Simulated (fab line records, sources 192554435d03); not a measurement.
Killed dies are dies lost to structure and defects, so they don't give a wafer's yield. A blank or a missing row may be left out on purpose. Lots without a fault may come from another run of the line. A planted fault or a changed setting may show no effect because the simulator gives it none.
Which tool did it? | flow n5_finfet | 24 lots, 72 wafers sampled, at 6 steps of a route of 1938

WHAT THE GAUGES READ, wafer by wafer
N5_MOL_CONTACT_COAG_CD_MEAS_40: target cd 25.1 nm.
lot  | measured     | on        | cd_nm (nm)
L075 | day 5 14:52  | cd_sem-03 | 25.34 24.80 25.15
L074 | day 5 18:35  | cd_sem-03 | 24.95 24.78 24.85
L076 | day 5 22:23  | cd_sem-02 | 24.79 24.79 25.20
L077 | day 6 07:10  | cd_sem-03 | 25.34 25.09 25.39
L078 | day 6 08:04  | cd_sem-03 | 25.58 25.26 24.98
L079 | day 6 15:04  | cd_sem-03 | 24.93 25.19 24.93
L080 | day 6 18:25  | cd_sem-02 | 25.25 25.34 24.95
L081 | day 6 22:14  | cd_sem-01 | 24.86 24.97 25.05
L082 | day 7 06:16  | cd_sem-01 | 25.20 24.85 24.89
L083 | day 7 19:13  | cd_sem-03 | 25.25 25.21 24.65
L084 | day 7 23:13  | cd_sem-02 | 25.11 25.05 25.41
L085 | day 8 11:59  | cd_sem-01 | 24.76 25.01 25.21
L086 | day 8 18:37  | cd_sem-01 | 24.94 24.80 25.51
L087 | day 8 18:45  | cd_sem-01 | 24.48 24.63 25.30
L088 | day 8 20:51  | cd_sem-03 | 25.13 25.23 25.01
L089 | day 9 03:05  | cd_sem-03 | 25.10 25.01 25.54
L090 | day 9 09:52  | cd_sem-02 | 24.98 24.68 25.32
L091 | day 9 09:56  | cd_sem-02 | 25.16 24.90 25.28
L092 | day 10 00:01 | cd_sem-01 | 24.81 24.95 25.11
L093 | day 10 02:39 | cd_sem-02 | 24.90 24.85 25.32
L094 | day 10 07:31 | cd_sem-03 | 25.33 24.91 24.76
L095 | day 10 11:00 | cd_sem-02 | 25.34 25.14 25.80
L096 | day 10 20:19 | cd_sem-02 | 25.17 24.90 25.24
L097 | day 10 23:43 | cd_sem-03 | 25.33 25.23 24.98

N5_BEOL_M0_SAQP_CD_MEAS_14: target cd 42.5 nm.
lot  | measured     | on        | cd_nm (nm)
L075 | day 5 22:04  | cd_sem-01 | 42.3 43.0 42.6
L074 | day 6 03:13  | cd_sem-02 | 42.2 42.1 41.9
L076 | day 6 04:22  | cd_sem-01 | 42.4 42.2 42.1
L077 | day 6 13:50  | cd_sem-02 | 42.2 43.0 42.4
L078 | day 6 17:34  | cd_sem-01 | 42.8 42.8 43.0
L079 | day 6 21:32  | cd_sem-03 | 42.2 42.8 42.7
L080 | day 7 01:31  | cd_sem-01 | 42.4 42.6 43.1
L081 | day 7 04:26  | cd_sem-01 | 42.8 42.2 42.3
L082 | day 7 14:36  | cd_sem-01 | 43.0 42.8 42.2
L083 | day 8 02:49  | cd_sem-03 | 41.8 42.7 42.7
L084 | day 8 07:41  | cd_sem-01 | 42.4 42.8 42.7
L085 | day 8 19:56  | cd_sem-01 | 42.4 43.0 42.5
L086 | day 9 01:40  | cd_sem-03 | 43.0 43.3 42.9
L087 | day 9 04:52  | cd_sem-02 | 42.4 42.3 42.4
L088 | day 9 05:06  | cd_sem-01 | 42.4 42.4 42.9
L089 | day 9 10:55  | cd_sem-01 | 42.7 42.5 42.3
L090 | day 9 17:05  | cd_sem-02 | 41.9 42.4 42.5
L091 | day 9 19:00  | cd_sem-01 | 43.1 42.3 43.3
L092 | day 11 08:45 | cd_sem-02 | 42.8 42.4 42.2
L093 | day 11 08:32 | cd_sem-01 | 42.6 42.1 42.2
L094 | day 11 08:55 | cd_sem-02 | 42.1 42.1 42.3
L095 | day 11 09:05 | cd_sem-02 | 42.6 42.4 42.8
L096 | day 11 09:52 | cd_sem-02 | 42.1 42.9 42.3
L097 | day 11 09:42 | cd_sem-01 | 43.0 42.8 42.5

N5_BEOL_M0_SAQP_OVL_MEAS_15.
lot  | measured     | on         | M0_CORE_OVL (nm)
L075 | day 5 22:06  | overlay-02 | 1.0 0.1 0.7
L074 | day 6 03:14  | overlay-01 | -1.5 -0.6 -1.1
L076 | day 6 04:24  | overlay-01 | -0.2 0.6 1.0
L077 | day 6 13:52  | overlay-01 | 1.1 0.5 0.9
L078 | day 6 17:36  | overlay-01 | 1.1 -0.2 0.9
L079 | day 6 21:34  | overlay-01 | -0.2 1.1 1.4
L080 | day 7 01:33  | overlay-01 | 1.2 0.5 0.5
L081 | day 7 04:28  | overlay-01 | 0.1 1.4 -0.1
L082 | day 7 14:38  | overlay-02 | -0.7 -0.2 1.3
L083 | day 8 02:50  | overlay-01 | 0.4 1.1 -0.3
L084 | day 8 07:43  | overlay-02 | 1.4 0.1 1.3
L085 | day 8 19:58  | overlay-01 | 0.6 0.7 0.2
L086 | day 9 01:42  | overlay-02 | 1.5 1.3 0.4
L087 | day 9 04:53  | overlay-01 | 1.6 1.6 0.9
L088 | day 9 05:07  | overlay-02 | 0.9 0.0 0.6
L089 | day 9 10:58  | overlay-02 | -0.4 0.8 -0.1
L090 | day 9 17:07  | overlay-01 | 1.1 1.3 0.3
L091 | day 9 19:02  | overlay-01 | 0.0 -0.4 -0.8
L092 | day 11 08:47 | overlay-02 | -0.4 0.6 0.9
L093 | day 11 08:34 | overlay-02 | 0.1 0.5 0.5
L094 | day 11 08:56 | overlay-02 | 0.7 1.2 0.3
L095 | day 11 09:07 | overlay-01 | 0.8 0.3 0.6
L096 | day 11 09:53 | overlay-01 | -0.7 0.0 0.8
L097 | day 11 09:44 | overlay-01 | -0.2 0.3 -0.5

WHICH TOOL RAN EACH LOT (tool, then ch and the chambers of the sampled wafers, then the start)
lot  | N5_MOL_CONTACT_COAG_STRIP_96       | N5_BEOL_M0_SAQP_PECVD_97        | N5_BEOL_M0_SAQP_PECVD_04
L075 | rie_diel-03 ch 1,3, day 5 14:15    | pecvd-02 ch 0,1, day 5 21:24    | pecvd-02 ch 0,1, day 5 21:28
L074 | rie_diel-03 ch 0,3, day 5 17:57    | pecvd-01 ch 0,1,2, day 6 02:35  | pecvd-01 ch 0,1,2, day 6 02:38
L076 | rie_diel-05 ch 0,2,3, day 5 21:38  | pecvd-02 ch 1,2, day 6 03:45    | pecvd-02 ch 1,2, day 6 03:47
L077 | rie_diel-03 ch 1,2,3, day 6 06:35  | pecvd-02 ch 0,2, day 6 13:13    | pecvd-02 ch 0,2, day 6 13:15
L078 | rie_diel-05 ch 0,3, day 6 07:21    | pecvd-03 ch 0,2, day 6 16:57    | pecvd-03 ch 0,2, day 6 16:59
L079 | rie_diel-01 ch 0,1,3, day 6 14:28  | pecvd-03 ch 0,1,2, day 6 20:55  | pecvd-03 ch 0,1,2, day 6 20:57
L080 | rie_diel-05 ch 1,3, day 6 17:42    | pecvd-01 ch 0,1, day 7 01:02    | pecvd-01 ch 0,1, day 7 01:04
L081 | rie_diel-05 ch 0,1, day 6 21:32    | pecvd-01 ch 0,1,2, day 7 03:50  | pecvd-01 ch 0,1,2, day 7 03:52
L082 | rie_diel-01 ch 1,3, day 7 05:34    | pecvd-01 ch 0,2, day 7 13:59    | pecvd-01 ch 0,2, day 7 14:01
L083 | rie_diel-01 ch 0,3, day 7 18:30    | pecvd-03 ch 1,2, day 8 02:18    | pecvd-03 ch 1,2, day 8 02:20
L084 | rie_diel-05 ch 0,1, day 7 22:31    | pecvd-01 ch 0,2, day 8 07:04    | pecvd-01 ch 0,2, day 8 07:06
L085 | rie_diel-01 ch 1,2, day 8 11:17    | pecvd-01 ch 0,2, day 8 19:20    | pecvd-01 ch 0,2, day 8 19:22
L086 | rie_diel-01 ch 1,2, day 8 18:01    | pecvd-03 ch 0,1, day 9 01:02    | pecvd-03 ch 0,1, day 9 01:04
L087 | rie_diel-03 ch 0,2,3, day 8 18:10  | pecvd-01 ch 1,2, day 9 04:22    | pecvd-01 ch 1,2, day 9 04:25
L088 | rie_diel-05 ch 0,1,2, day 8 20:15  | pecvd-02 ch 0,1, day 9 04:26    | pecvd-02 ch 0,1, day 9 04:29
L089 | rie_diel-05 ch 0,1,2, day 9 02:24  | pecvd-01 ch 1,2, day 9 10:17    | pecvd-01 ch 1,2, day 9 10:20
L090 | rie_diel-01 ch 0,2,3, day 9 09:09  | pecvd-01 ch 0,1, day 9 16:28    | pecvd-01 ch 0,1, day 9 16:31
L091 | rie_diel-03 ch 1,3, day 9 09:21    | pecvd-02 ch 0,2, day 9 18:23    | pecvd-02 ch 0,2, day 9 18:25
L092 | rie_diel-05 ch 0,1,3, day 9 23:26  | pecvd-03 ch 0,1,2, day 11 08:09 | pecvd-03 ch 0,1,2, day 11 08:12
L093 | rie_diel-03 ch 0,2,3, day 10 02:01 | pecvd-01 ch 1,2, day 11 08:02   | pecvd-01 ch 1,2, day 11 08:04
L094 | rie_diel-05 ch 0,1,2, day 10 06:47 | pecvd-02 ch 0,1, day 11 08:14   | pecvd-02 ch 0,1, day 11 08:16
L095 | rie_diel-05 ch 0,1,2, day 10 10:24 | pecvd-03 ch 1,2, day 11 08:20   | pecvd-03 ch 1,2, day 11 08:22
L096 | rie_diel-05 ch 0,1,2, day 10 19:36 | pecvd-02 ch 0,1, day 11 09:14   | pecvd-02 ch 0,1, day 11 09:16
L097 | rie_diel-03 ch 0,1,3, day 10 23:01 | pecvd-01 ch 1,2, day 11 09:05   | pecvd-01 ch 1,2, day 11 09:07
- N5_MOL_CONTACT_COAG_STRIP_96: strips in N2/H2.
- N5_BEOL_M0_SAQP_PECVD_97: deposits SiNx from SiH4/NH3/N2, target thk 23 nm, time 19.9 s.
- N5_BEOL_M0_SAQP_PECVD_04: deposits a-Si from SiH4/He, target thk 60 nm, time 60.2 s.

WHAT THE TOOLS THEMSELVES READ (means of the sampled wafers that have a number; where no wafer has one, the mark that the record gives instead)
N5_MOL_CONTACT_COAG_STRIP_96.
lot  | tool        | drypump_motor_current_A (A) | oes_product_au (a.u.) | rf_vpp_V (V) | showerhead_plenum_p_Torr (Torr) | throttle_valve_pct (%)
L075 | rie_diel-03 | 5.3                         | 0.80                  | 122.5        | 3.47                            | 18.92
L074 | rie_diel-03 | 5.4                         | 0.79                  | 122.9        | 3.52                            | 18.94
L076 | rie_diel-05 | 6.0                         | 0.71                  | 122.3        | 3.42                            | 19.24
L077 | rie_diel-03 | 5.3                         | 0.77                  | 123.7        | 3.47                            | 18.89
L078 | rie_diel-05 | 5.9                         | 0.70                  | 120.8        | 3.38                            | 19.43
L079 | rie_diel-01 | 6.1                         | 0.77                  | 122.6        | 3.49                            | 18.78
L080 | rie_diel-05 | 5.3                         | 0.73                  | 122.3        | 3.34                            | 19.07
L081 | rie_diel-05 | 5.6                         | 0.76                  | 124.1        | 3.39                            | 18.80
L082 | rie_diel-01 | 6.1                         | 0.76                  | 122.2        | 3.49                            | 18.70
L083 | rie_diel-01 | 6.4                         | 0.74                  | 122.4        | 3.46                            | 18.72
L084 | rie_diel-05 | 5.5                         | 0.74                  | 122.8        | 3.38                            | 18.81
L085 | rie_diel-01 | 5.5                         | 0.85                  | 122.9        | 3.51                            | 18.93
L086 | rie_diel-01 | 5.5                         | 0.84                  | 122.4        | 3.51                            | 18.94
L087 | rie_diel-03 | 5.5                         | 0.76                  | 123.0        | 3.50                            | 18.95
L088 | rie_diel-05 | 5.8                         | 0.72                  | 121.9        | 3.42                            | 18.95
L089 | rie_diel-05 | 5.9                         | 0.71                  | 121.8        | 3.41                            | 18.94
L090 | rie_diel-01 | 6.0                         | 0.80                  | 121.8        | 3.44                            | 18.73
L091 | rie_diel-03 | 5.3                         | 0.80                  | 122.4        | 3.43                            | 18.81
L092 | rie_diel-05 | 5.8                         | 0.70                  | 121.7        | 3.37                            | 19.16
L093 | rie_diel-03 | 5.5                         | 0.74                  | 122.0        | 3.50                            | 18.99
L094 | rie_diel-05 | 5.9                         | 0.80                  | 122.1        | 3.41                            | 18.83
L095 | rie_diel-05 | 5.8                         | 0.80                  | 122.6        | 3.41                            | 18.85
L096 | rie_diel-05 | 5.8                         | 0.80                  | 122.0        | 3.41                            | 18.83
L097 | rie_diel-03 | 5.4                         | 0.80                  | 122.1        | 3.47                            | 18.86

N5_BEOL_M0_SAQP_PECVD_97.
lot  | tool     | chamber_pressure_Torr (Torr) | heater_power_outer_w (W) | heater_power_w (W) | showerhead_plenum_p_Torr (Torr) | throttle_valve_pct (%)
L075 | pecvd-02 | 1.501                        | 305                      | 551                | 5.15                            | 43.3
L074 | pecvd-01 | 1.497                        | 352                      | 645                | 5.16                            | 39.5
L076 | pecvd-02 | 1.500                        | 325                      | 556                | 5.11                            | 41.8
L077 | pecvd-02 | 1.506                        | 299                      | 556                | 5.19                            | 40.2
L078 | pecvd-03 | 1.504                        | 306                      | 517                | 5.10                            | 38.5
L079 | pecvd-03 | 1.501                        | 337                      | 550                | 5.13                            | 40.7
L080 | pecvd-01 | 1.498                        | 305                      | 550                | 5.20                            | 39.9
L081 | pecvd-01 | 1.500                        | 355                      | 650                | 5.17                            | 39.5
L082 | pecvd-01 | 1.501                        | 283                      | 567                | 5.08                            | 37.6
L083 | pecvd-03 | 1.501                        | 344                      | 581                | 5.11                            | 40.0
L084 | pecvd-01 | 1.499                        | 304                      | 589                | 5.08                            | 37.8
L085 | pecvd-01 | 1.499                        | 308                      | 562                | 5.11                            | 38.3
L086 | pecvd-03 | 1.500                        | 312                      | 493                | 5.16                            | 42.0
L087 | pecvd-01 | 1.501                        | 345                      | 650                | 5.21                            | 41.3
L088 | pecvd-02 | 1.497                        | 283                      | 533                | 5.19                            | 42.7
L089 | pecvd-01 | 1.501                        | 381                      | 699                | 5.21                            | 41.3
L090 | pecvd-01 | 1.500                        | 321                      | 564                | 5.21                            | 40.1
L091 | pecvd-02 | 1.497                        | 331                      | 598                | 5.20                            | 40.5
L092 | pecvd-03 | 1.499                        | 337                      | 554                | 5.13                            | 41.0
L093 | pecvd-01 | 1.500                        | 334                      | 643                | 5.22                            | 41.5
L094 | pecvd-02 | 1.499                        | 286                      | 517                | 5.16                            | 43.3
L095 | pecvd-03 | 1.500                        | 323                      | 541                | 5.11                            | 40.2
L096 | pecvd-02 | 1.501                        | 261                      | 494                | 5.16                            | 43.4
L097 | pecvd-01 | 1.502                        | 386                      | 700                | 5.21                            | 41.6

N5_BEOL_M0_SAQP_PECVD_04.
lot  | tool     | chamber_pressure_Torr (Torr) | heater_power_outer_w (W) | heater_power_w (W) | showerhead_plenum_p_Torr (Torr) | throttle_valve_pct (%)
L075 | pecvd-02 | 2.995                        | 352                      | 608                | 5.68                            | 19.6
L074 | pecvd-01 | 3.004                        | 405                      | 706                | 5.69                            | 18.1
L076 | pecvd-02 | 2.995                        | 350                      | 599                | 5.64                            | 19.1
L077 | pecvd-02 | 2.993                        | 373                      | 652                | 5.70                            | 18.4
L078 | pecvd-03 | 3.001                        | 355                      | 580                | 5.64                            | 17.6
L079 | pecvd-03 | 2.996                        | 397                      | 640                | 5.65                            | 18.6
L080 | pecvd-01 | 3.008                        | 367                      | 636                | 5.71                            | 18.3
L081 | pecvd-01 | 3.005                        | 382                      | 686                | 5.68                            | 18.1
L082 | pecvd-01 | 2.997                        | 374                      | 663                | 5.62                            | 17.2
L083 | pecvd-03 | 3.000                        | 376                      | 611                | 5.65                            | 18.1
L084 | pecvd-01 | 3.003                        | 339                      | 642                | 5.62                            | 17.2
L085 | pecvd-01 | 3.004                        | 341                      | 611                | 5.65                            | 17.4
L086 | pecvd-03 | 2.996                        | 363                      | 566                | 5.68                            | 18.8
L087 | pecvd-01 | 2.995                        | 422                      | 764                | 5.72                            | 19.0
L088 | pecvd-02 | 3.003                        | 362                      | 626                | 5.71                            | 19.4
L089 | pecvd-01 | 2.998                        | 433                      | 769                | 5.71                            | 19.0
L090 | pecvd-01 | 2.995                        | 413                      | 685                | 5.71                            | 18.2
L091 | pecvd-02 | 2.999                        | 385                      | 664                | 5.71                            | 18.6
L092 | pecvd-03 | 2.992                        | 366                      | 588                | 5.67                            | 18.6
L093 | pecvd-01 | 3.003                        | 446                      | 788                | 5.72                            | 18.9
L094 | pecvd-02 | 2.994                        | 359                      | 625                | 5.67                            | 19.8
L095 | pecvd-03 | 2.994                        | 379                      | 634                | 5.64                            | 18.2
L096 | pecvd-02 | 2.997                        | 376                      | 642                | 5.68                            | 19.8
L097 | pecvd-01 | 3.006                        | 424                      | 756                | 5.72                            | 18.8

THE ANSWER, worked out from the rows above alone
Rule: what is usual is taken from the lots themselves. Put in order of their means at a reading, lots are off if they are a third of the lots or fewer, leave a main group of 4 or more, and stand apart from it by a gap of 3 or more times the standard deviation of the main group's means; of several such gaps the widest counts. A main group whose means are all the same, to the digits that the tables above print for the reading, isn't used. A lot without any number at a reading at which 4 lots or more have one is off too. The other lots that the step has rows for count as sound. The gauges are gone through in route order, then the tools' own readings, and for those a lot's mean is taken as printed above. The first step at which some lot is off is used, and at that step the reading that is off furthest; a lot without a number counts as furthest.
No lot is off at any reading shown: from this, nothing can be told.

WHAT THE SIMULATOR HAD PUT IN
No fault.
